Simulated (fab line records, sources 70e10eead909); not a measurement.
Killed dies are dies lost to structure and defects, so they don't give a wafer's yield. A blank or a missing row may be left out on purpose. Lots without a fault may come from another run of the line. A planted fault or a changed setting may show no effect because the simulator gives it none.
Which tool did it? | flow nand_harc | 15 lots, 43 wafers sampled, at 5 steps of a route of 1159

WHAT THE GAUGES READ, wafer by wafer
NHARC_THIN_TSV_CD_MEAS_33: target cd 5000 nm.
lot  | measured     | on        | cd_nm (nm)
L717 | day 19 05:17 | cd_sem-02 | 5005 5004 5003
L718 | day 19 18:30 | cd_sem-02 | 4996 5001 4998
L720 | day 19 16:54 | cd_sem-02 | 5000 4999 5001
L721 | day 19 19:48 | cd_sem-02 | 4999 5002
L724 | day 20 21:31 | cd_sem-02 | 5002
L730 | day 21 19:40 | cd_sem-03 | 5003 5000 5002
L729 | day 21 18:33 | cd_sem-01 | 4994 4995 4997
L731 | day 22 20:55 | cd_sem-02 | 5001 5002 5002
L736 | day 23 03:36 | cd_sem-03 | 5000 5005 5001
L734 | day 23 11:25 | cd_sem-02 | 4998 5002 5000
L737 | day 23 22:20 | cd_sem-03 | 4994 4995 4997
L739 | day 23 22:41 | cd_sem-02 | 4998 4996 4996
L740 | day 24 00:02 | cd_sem-02 | 4998 4997 4993
L738 | day 24 12:30 | cd_sem-03 | 5002 5006 5000

NHARC_THIN_TSV_CD_MEAS_37.
lot  | measured     | on        | cd_nm (nm)
L717 | day 19 06:44 | cd_sem-02 | 5000 5002 5001
L718 | day 19 19:59 | cd_sem-01 | 4998 4997 5002
L720 | day 19 18:22 | cd_sem-02 | 4998 5000 5004
L721 | day 19 21:16 | cd_sem-01 | 4998 5004
L724 | day 20 23:02 | cd_sem-02 | 5004
L730 | day 21 21:07 | cd_sem-03 | 5003 5000 4999
L729 | day 21 19:59 | cd_sem-02 | 4994 4995 5000
L731 | day 22 22:29 | cd_sem-03 | 5003 5002 5002
L736 | day 23 05:03 | cd_sem-02 | 4998 5003 5000
L734 | day 23 13:05 | cd_sem-03 | 4994 4998 4998
L737 | day 23 23:48 | cd_sem-03 | 4993 4991 4995
L739 | day 24 00:07 | cd_sem-02 | 4995 5002 4997
L740 | day 24 01:30 | cd_sem-03 | 4997 4998 4998
L738 | day 24 13:58 | cd_sem-03 | 5004 5004 5000

NHARC_END_SORT_01.
lot  | measured     | on        | killed_at_array | killed_at_other | killed_at_periphery | killed_dies | killed_open | killed_short
L717 | day 19 12:34 | prober-02 | 14 13 23        | 0 0 0           | 4 2 2               | 18 15 25    | 5 1 4       | 2 2 0
L718 | day 20 12:20 | prober-01 | 20 34 29        | 1 0 1           | 6 3 2               | 27 37 32    | 4 5 6       | 2 4 2
L720 | day 20 05:18 | prober-01 | 8 10 11         | 1 2 0           | 2 3 1               | 11 15 12    | 2 3 4       | 2 3 1
L721 | day 20 05:04 | prober-02 | 43 30 673       | 0 1 0           | 4 8 4               | 47 39 677   | 7 2 13      | 1 3 6
L724 | day 21 03:53 | prober-02 | 673 7           | 1 1             | 3 0                 | 677 8       | 1 3         | 1 0
L725 | day 21 11:39 | prober-02 | 675 675         | 1 0             | 1 2                 | 677 677     | 1 3         | 2 2
L730 | day 22 11:46 | prober-02 | 19 24 27        | 0 1 0           | 3 1 3               | 22 26 30    | 4 5 3       | 3 0 1
L729 | day 22 03:14 | prober-02 | 30 28 27        | 1 1 1           | 3 2 2               | 34 31 30    | 2 4 6       | 3 3 2
L731 | day 23 05:12 | prober-02 | 55 49 50        | 0 0 0           | 3 0 0               | 58 49 50    | 7 2 2       | 0 1 1
L736 | day 23 12:20 | prober-01 | 10 15 18        | 0 0 1           | 2 2 5               | 12 17 24    | 0 1 7       | 1 0 1
L734 | day 23 20:19 | prober-01 | 36 33 37        | 2 0 2           | 2 3 2               | 40 36 41    | 2 2 2       | 1 3 0
L737 | day 24 07:19 | prober-01 | 28 33 24        | 0 0 1           | 2 8 3               | 30 41 28    | 4 3 1       | 3 1 2
L739 | day 24 08:04 | prober-02 | 30 46 36        | 1 2 0           | 0 4 1               | 31 52 37    | 4 4 0       | 0 4 0
L740 | day 24 15:49 | prober-02 | 30 33 34        | 3 0 1           | 0 5 1               | 33 38 36    | 1 6 4       | 2 2 0
L738 | day 24 21:12 | prober-01 | 14 13 14        | 0 0 0           | 8 4 8               | 22 17 22    | 4 5 4       | 0 2 3

WHICH TOOL RAN EACH LOT (tool, then ch and the chambers of the sampled wafers, then the start)
lot  | NHARC_A_CONTACT_DEP_28        | NHARC_THIN_TSV_ETCHBACK_48
L717 | acl_dep-01 ch 0, day 15 23:33 | rie_diel-08 ch 2,3, day 19 01:28
L718 | acl_dep-01 ch 0, day 16 10:07 | rie_diel-08 ch 1,2,3, day 19 14:54
L720 | acl_dep-02 ch 0, day 16 11:44 | rie_diel-07 ch 1,2,3, day 19 13:08
L721 | acl_dep-01 ch 0, day 17 02:13 | rie_diel-07 ch 1,3, day 19 15:56
L724 | acl_dep-01 ch 0, day 17 21:46 | rie_diel-06 ch 2, day 20 17:50
L725 | acl_dep-01 ch 0, day 18 10:55 | -
L730 | acl_dep-03 ch 0, day 19 02:55 | rie_diel-08 ch 0,3, day 21 16:06
L729 | acl_dep-02 ch 0, day 19 09:04 | rie_diel-06 ch 0,1,2, day 21 14:57
L731 | acl_dep-02 ch 0, day 20 01:18 | rie_diel-06 ch 2,3, day 22 16:58
L736 | acl_dep-02 ch 0, day 20 03:08 | rie_diel-06 ch 0,2, day 22 23:48
L734 | acl_dep-03 ch 0, day 20 08:42 | rie_diel-06 ch 1,2,3, day 23 07:46
L737 | acl_dep-03 ch 0, day 21 08:06 | rie_diel-07 ch 0,2, day 23 17:10
L739 | acl_dep-02 ch 0, day 21 09:15 | rie_diel-08 ch 1,2,3, day 23 18:43
L740 | acl_dep-03 ch 0, day 21 12:40 | rie_diel-08 ch 0,2, day 23 20:11
L738 | acl_dep-02 ch 0, day 21 22:51 | rie_diel-06 ch 2,3, day 24 08:31
- NHARC_A_CONTACT_DEP_28: deposits aC, target thk 3600 nm.
- NHARC_THIN_TSV_ETCHBACK_48: etches the open film in C4F8/Ar, target depth 1028.5 nm, time 405.17 s.

WHAT THE TOOLS THEMSELVES READ (means of the sampled wafers that have a number; where no wafer has one, the mark that the record gives instead)
NHARC_A_CONTACT_DEP_28.
lot  | tool       | throttle_valve_pct (%)
L717 | acl_dep-01 | 34.995
L718 | acl_dep-01 | 34.993
L720 | acl_dep-02 | 35.013
L721 | acl_dep-01 | 34.996
L724 | acl_dep-01 | 35.002
L725 | acl_dep-01 | 34.999
L730 | acl_dep-03 | 34.996
L729 | acl_dep-02 | 35.005
L731 | acl_dep-02 | 35.002
L736 | acl_dep-02 | 34.997
L734 | acl_dep-03 | 35.002
L737 | acl_dep-03 | 35.010
L739 | acl_dep-02 | 35.001
L740 | acl_dep-03 | 34.997
L738 | acl_dep-02 | 34.995

NHARC_THIN_TSV_ETCHBACK_48.
lot  | tool        | oes_product_au (a.u.) | rf_vpp_V (V)
L717 | rie_diel-08 | 0.93                  | 546.1
L718 | rie_diel-08 | 0.94                  | 546.9
L720 | rie_diel-07 | 0.92                  | 548.5
L721 | rie_diel-07 | 0.91                  | 545.8
L724 | rie_diel-06 | 0.94                  | 549.7
L730 | rie_diel-08 | 1.00                  | 548.6
L729 | rie_diel-06 | 0.93                  | 546.5
L731 | rie_diel-06 | 1.01                  | 548.2
L736 | rie_diel-06 | 1.00                  | 547.4
L734 | rie_diel-06 | 0.93                  | 548.6
L737 | rie_diel-07 | 0.95                  | 546.4
L739 | rie_diel-08 | 0.92                  | 546.8
L740 | rie_diel-08 | 0.91                  | 547.5
L738 | rie_diel-06 | 0.93                  | 548.5

THE ANSWER, worked out from the rows above alone
Rule: what is usual is taken from the lots themselves. Put in order of their means at a reading, lots are off if they are a third of the lots or fewer, leave a main group of 4 or more, and stand apart from it by a gap of 3 or more times the standard deviation of the main group's means; of several such gaps the widest counts. A main group whose means are all the same, to the digits that the tables above print for the reading, isn't used. A lot without any number at a reading at which 4 lots or more have one is off too. The other lots that the step has rows for count as sound. The gauges are gone through in route order, then the tools' own readings, and for those a lot's mean is taken as printed above. The first step at which some lot is off is used, and at that step the reading that is off furthest; a lot without a number counts as furthest.
Off: L721, L724, L725, at NHARC_END_SORT_01 (killed_dies). The main group: mean 30, standard deviation 11.
A tool fits if, at a process step before that reading, it ran every lot that is off, and no sound lot after the first of them. The gauges at NHARC_END_SORT_01 are tried like those tools. One fits: acl_dep-01 at NHARC_A_CONTACT_DEP_28. Its last sound lot is L718 (day 16 10:07), its first lot that is off L721 (day 17 02:13): a fault that began between those two fits.

WHAT THE SIMULATOR HAD PUT IN
Process parameter drift: acl_dep-01, from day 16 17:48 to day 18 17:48, at NHARC_A_CONTACT_DEP_28. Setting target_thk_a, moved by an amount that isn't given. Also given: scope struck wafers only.
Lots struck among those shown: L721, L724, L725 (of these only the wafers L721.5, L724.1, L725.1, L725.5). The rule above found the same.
